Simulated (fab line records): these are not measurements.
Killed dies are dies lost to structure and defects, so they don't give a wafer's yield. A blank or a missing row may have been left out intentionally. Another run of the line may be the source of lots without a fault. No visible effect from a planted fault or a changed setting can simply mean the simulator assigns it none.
Chamber matching || flow n5Finfet || 3 sister chambers for N5_BEOL_M2_ILD_DEP_00 on pecvd-04
The step deposits SiOC from DEMS/O2, target thk 79 nm, time 15.3 s. 3 wafers are shown with their chamber, then 10 later ones without.

WAFERS, EACH WITH ITS CHAMBER
{"wafer": "L081.4", "chamber": 2, "throttleValvePct (%)": 11.1}
{"wafer": "L082.5", "chamber": 0, "throttleValvePct (%)": 12.3}
{"wafer": "L088.5", "chamber": 1, "throttleValvePct (%)": 13.5}

WAFERS MISSING THEIR CHAMBER
{"wafer": "L088.6", "throttleValvePct (%)": 11.3}
{"wafer": "L093.1", "throttleValvePct (%)": 11.1}
{"wafer": "L093.3", "throttleValvePct (%)": 12.1}
{"wafer": "L093.4", "throttleValvePct (%)": 13.6}
{"wafer": "L096.2", "throttleValvePct (%)": 12.4}
{"wafer": "L096.3", "throttleValvePct (%)": 11.1}
{"wafer": "L096.4", "throttleValvePct (%)": 11.1}
{"wafer": "L097.2", "throttleValvePct (%)": 12.3}
{"wafer": "L097.4", "throttleValvePct (%)": 13.7}
{"wafer": "L097.5", "throttleValvePct (%)": 11.2}

THE CHAMBER EACH PASSED THROUGH
{"wafer": "L088.6", "from the rows above": 2, "in truth": 2}
{"wafer": "L093.1", "from the rows above": 2, "in truth": 2}
{"wafer": "L093.3", "from the rows above": 0, "in truth": 0}
{"wafer": "L093.4", "from the rows above": 1, "in truth": 1}
{"wafer": "L096.2", "from the rows above": 0, "in truth": 0}
{"wafer": "L096.3", "from the rows above": 2, "in truth": 2}
{"wafer": "L096.4", "from the rows above": 2, "in truth": 2}
{"wafer": "L097.2", "from the rows above": 0, "in truth": 0}
{"wafer": "L097.4", "from the rows above": 1, "in truth": 1}
{"wafer": "L097.5", "from the rows above": 2, "in truth": 2}
Correctly placed: 10 of 10. Not placeable from these rows: 0. Placed wrongly: 0.
How it was worked out, from the rows above alone: a wafer's distance from a chamber is the root of the sum, over the readings, of the square of ((its reading less the chamber's mean) divided by the reading's scatter). The wafer belongs to the nearest chamber; if the next one is less than 2 further off, it can't be placed. Each chamber's mean is taken over the wafers shown for it. The scatter: root of mean squared gap, hidden wafer to nearest shown wafer, with one shown wafer a chamber.
